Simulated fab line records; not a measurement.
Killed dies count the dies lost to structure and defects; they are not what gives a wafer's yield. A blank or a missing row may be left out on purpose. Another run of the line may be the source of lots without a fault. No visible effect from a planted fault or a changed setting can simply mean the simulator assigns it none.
Problem report in the 8D (eight disciplines) form, filled by code + flow nandHarc + the parts of the form that need people (team, actions taken, sign-off) are left out

== 1. WHAT IS WRONG ==
Wafers without a fault read 188.47 W, standard deviation 0.14; heaterPowerTotalW at NHARC_P_M2_SOFTBAKE_04 reads a mean of 212.61 W on 6 wafers belonging to 2 lots. That is +99 or more standard deviations from the usual mean.
The step: time 55 s.
The first sign was on wafer L396.1 at day 9 09:00, on lithoTrack-06. At this step, 36 wafers from 12 lots have a number in the record. Rule for "out" (also "out of limits"): further than 4 standard deviations from the usual mean. The rest of the wafers with a number are treated as sound.

== 2. WHAT IT IS, AND WHAT IT ISN'T ==
| question                    | is                     | is not                                                                          |
|-----------------------------|------------------------|---------------------------------------------------------------------------------|
| which readings at this step | heaterPowerTotalW      | -                                                                               |
| which lots                  | L396, L399             | L385, L386, L387, L388, L389, L390, L391, L401, L405, L408                      |
| which wafers of those lots  | all that have a number | -                                                                               |
| read on which tools         | lithoTrack-06          | lithoTrack-01, lithoTrack-04                                                    |
| when                        | from day 9 09:00       | up to then (21 sound wafers); but 9 sound wafers of L401, L405, L408 came after |

== 3. WHAT RULES OUT EACH SUSPECT ==
Counting: a tool stays on the suspect list if, at a process step up to the reading, it processed all lots that are out and no sound lot following the first of them.
- pecvd-02 at NHARC_P_M1_DEP_33 (deposits SiCN, target thk 30 nm): ruled out as a lasting fault. The sound lots L408 went through it after L396, its earliest lot that is out (day 9 08:49).
- lithoTrack-06 at NHARC_P_M2_SOFTBAKE_04 (time 55 s): kept. Every lot that is out went through it, starting with L396 (day 9 09:00), and after that it ran no sound lot; the last sound lot it ran before then is L385 (day 7 00:00). On those wafers its own readings are out: heaterPowerTotalW.
Remaining after the count: lithoTrack-06 at NHARC_P_M2_SOFTBAKE_04.

== 4. THE CAUSE (what the simulator had put in) ==
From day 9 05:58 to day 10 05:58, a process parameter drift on lithoTrack-06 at NHARC_P_M2_SOFTBAKE_04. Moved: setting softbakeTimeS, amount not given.
Counting left only this tool.

== 5. THE EFFECT CHAIN, in route order ==
Rows list readings where the struck wafers' mean (over those with a number) sits beyond 3 standard deviations from the usual. Readings are gone through only where the record gives a usual standard deviation; hours: the median, over the lots, of the time from a lot's start at the first step in this table giving one to that lot's start at this step; sigmas: the change measured in usual standard deviations.
| hours | step                   | reading           | usual    | on struck wafers | change | sigmas      |
|-------|------------------------|-------------------|----------|------------------|--------|-------------|
| 0     | NHARC_P_M2_SOFTBAKE_04 | heaterPowerTotalW | 188.47 W | 212.61           | +24.14 | +99 or more |
It contains these process steps:
- NHARC_P_M2_SOFTBAKE_04: time 55 s.
Readings that are blank on the struck wafers while sound wafers have them: plateTempC at NHARC_P_M2_SOFTBAKE_04.
Later steps that measure or inspect, where all struck wafers having a row at the step show a number for every such reading and not one has moved that far: NHARC_END_SORT_01.

== 6. WHAT WOULD HAVE CAUGHT IT SOONER ==
3 hours passed between the start of the fault at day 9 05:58 and the first reading out of limits in this record, taken at day 9 09:00.
